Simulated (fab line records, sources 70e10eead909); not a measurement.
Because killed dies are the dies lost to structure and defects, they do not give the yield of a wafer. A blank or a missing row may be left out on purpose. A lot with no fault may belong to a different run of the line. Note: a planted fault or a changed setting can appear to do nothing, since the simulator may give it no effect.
Which tool did it? || flow nand harc || 7 lots, 21 wafers sampled, at 1 step of a route of 1159

## WHAT THE GAUGES SHOWED, per wafer
NHARC_A_ONON_D1_THK_MEAS_27: measures by ellipsometry.
{"lot": "L579", "measured": "day 8 20:25", "on": "film metro-02", "thk nm (nm)": "994 995 994"}
{"lot": "L580", "measured": "day 8 20:33", "on": "film metro-01", "thk nm (nm)": "1007 1008 1009"}
{"lot": "L587", "measured": "day 10 22:04", "on": "film metro-01", "thk nm (nm)": "1012 1013 1013"}
{"lot": "L588", "measured": "day 11 09:44", "on": "film metro-02", "thk nm (nm)": "1000 1000 999"}
{"lot": "L592", "measured": "day 11 16:58", "on": "film metro-01", "thk nm (nm)": "995 994 995"}
{"lot": "L595", "measured": "day 12 14:34", "on": "film metro-02", "thk nm (nm)": "997 998 998"}
{"lot": "L599", "measured": "day 14 04:11", "on": "film metro-02", "thk nm (nm)": "1000 1000 1002"}

## WHAT TOOL EACH LOT RAN ON (gives the tool, then ch and the chambers of the sampled wafers, and finally the start)
The record holds no process step before these readings.

## THE ANSWER, worked out from the rows above alone
Rule: what is usual is taken from the lots themselves. The widest of any qualifying gaps counts: lots, ordered by their means at a reading, are off when they make up no more than a third of the lots, leave a main group of 4 or more, and stand apart from it by 3 or more times the standard deviation of that group's means. A main group is skipped when, at the precision printed for the reading in the tables above, its means are all equal. A lot without any number at a reading at which 4 lots or more have one is off too. Any other lot the step has rows for is counted as sound.
None of the lots is off at any reading shown; this tells nothing.

## WHAT THE SIMULATOR HAD INSERTED
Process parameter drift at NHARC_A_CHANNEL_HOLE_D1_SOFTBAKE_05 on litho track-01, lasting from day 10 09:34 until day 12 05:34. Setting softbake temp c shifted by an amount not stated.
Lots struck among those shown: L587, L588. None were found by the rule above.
